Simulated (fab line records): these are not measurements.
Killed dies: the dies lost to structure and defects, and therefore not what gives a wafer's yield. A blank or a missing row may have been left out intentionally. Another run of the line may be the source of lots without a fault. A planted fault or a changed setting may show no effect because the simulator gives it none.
Problem report in the 8D (eight disciplines) form, filled by code / flow n5_finfet / the parts of the form that need people (team, actions taken, sign-off) are left out

== 1. THE PROBLEM ==
Wafers without a fault read 0.77 a.u., standard deviation 0.091; oes_product_au at N5_BEOL_M3_ETCHBACK_99 reads a mean of 0.31 a.u. on 9 wafers belonging to 3 lots. Relative to the usual mean, that is a shift of -5.1 standard deviations.
The step: etches SiO2 in CHF3, target depth 5 nm, time 10.4 s.
Earliest sighting: wafer L829.1 on rie_diel-03 at day 10 20:00. Wafers with a number at this step in the record: 21, from 7 lots. By rule, "out" or "out of limits" means more than 4 standard deviations away from the usual mean. Any other wafer with a number is counted as sound.

== 2. WHAT IT IS, AND WHAT IT ISN'T ==
question=which readings at this step | is=oes_product_au | is not=chamber_pressure_mTorr, rf_vpp_V
question=which lots | is=L829, L831, L832 | is not=L815, L820, L830, L837
question=which wafers of those lots | is=all that have a number | is not=-
question=read on which tools | is=rie_diel-02, rie_diel-03, rie_diel-04 | is not=-
question=when | is=from day 10 20:00 | is not=up to then (6 sound wafers); but 6 sound wafers of L830, L837 came after

== 3. THE SUSPECTS, EACH WITH WHAT RULES IT OUT ==
Counting: any tool at a process step up to the reading is kept as a suspect provided that every lot that is out went through it and no sound lot did after the first of them.
- pvd_sputter-01 at N5_BEOL_M3_HM_DEP_02 (deposits TiN, target thk 20 nm): kept. It processed each lot that is out, first L829 at day 10 17:44, and no sound lot thereafter; up to then, the last sound lot it processed was L820 at day 8 12:20.
Remaining after the count: pvd_sputter-01 at N5_BEOL_M3_HM_DEP_02.

== 4. THE CAUSE (what the simulator had put in) ==
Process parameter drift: pvd_sputter-01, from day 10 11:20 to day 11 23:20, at N5_BEOL_M3_HM_DEP_02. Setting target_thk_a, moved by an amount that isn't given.
Only this tool survived the counting.

== 5. THE CHAIN OF EFFECTS, in route order ==
One row per reading whose mean, taken over the struck wafers that have a number, lies over 3 standard deviations from the usual. Only readings whose record carries a usual standard deviation are examined. hours: median over the lots of the time between each lot's start at the first step of this table that gives one and its start at this step. sigmas: the change, counted in usual standard deviations.
hours=0; step=N5_BEOL_M3_ETCHBACK_99; reading=oes_product_au; usual=0.77 a.u.; on struck wafers=0.31; change=-0.46; sigmas=-5.1
hours=120; step=N5_PASSIVATION_PROBE_49; reading=defect_limited_yield; usual=91.5 %; on struck wafers=0.0; change=-91.5; sigmas=-70
hours=120; step=N5_PASSIVATION_PROBE_49; reading=killed_at_M0_to_M3; usual=33; on struck wafers=1113; change=+1080; sigmas=+98
hours=120; step=N5_PASSIVATION_PROBE_49; reading=killed_dies; usual=101; on struck wafers=1180; change=+1079; sigmas=+67
hours=120; step=N5_PASSIVATION_PROBE_49; reading=killed_on_rim; usual=13; on struck wafers=152; change=+139; sigmas=+41
hours=120; step=N5_PASSIVATION_PROBE_49; reading=sort_bin_5_function; usual=5.0 %; on struck wafers=96.6; change=+91.6; sigmas=+99 or more
hours=120; step=N5_PASSIVATION_PROBE_49; reading=sort_n_pass; usual=1079; on struck wafers=0; change=-1079; sigmas=-67
hours=120; step=N5_PASSIVATION_PROBE_49; reading=sort_yield_pct; usual=91.5 %; on struck wafers=0.0; change=-91.5; sigmas=-70
Process steps it contains:
- N5_BEOL_M3_ETCHBACK_99: etches SiO2 in CHF3, target depth 5 nm, time 10.4 s.
- N5_PASSIVATION_PROBE_49
Readings that are blank on the struck wafers while sound wafers have them: trench_depth_nm at N5_BEOL_M3_OCD_MEAS_38; cd_nm at N5_BEOL_M3_CD_MEAS_35.

== 6. HOW IT WOULD HAVE BEEN CAUGHT EARLIER ==
9 hours passed between the start of the fault at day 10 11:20 and the first reading out of limits in this record, taken at day 10 20:00.
No tool reading at N5_BEOL_M3_HM_DEP_02 that has a usual standard deviation in the record was out on any struck wafer, so an alarm limit of 4 standard deviations on those readings would not have fired.
L831, L832, from the lots that are out (3), started N5_BEOL_M3_HM_DEP_02 on pvd_sputter-01 later than day 10 20:00. A hold on the tool at that time would have spared those 2.
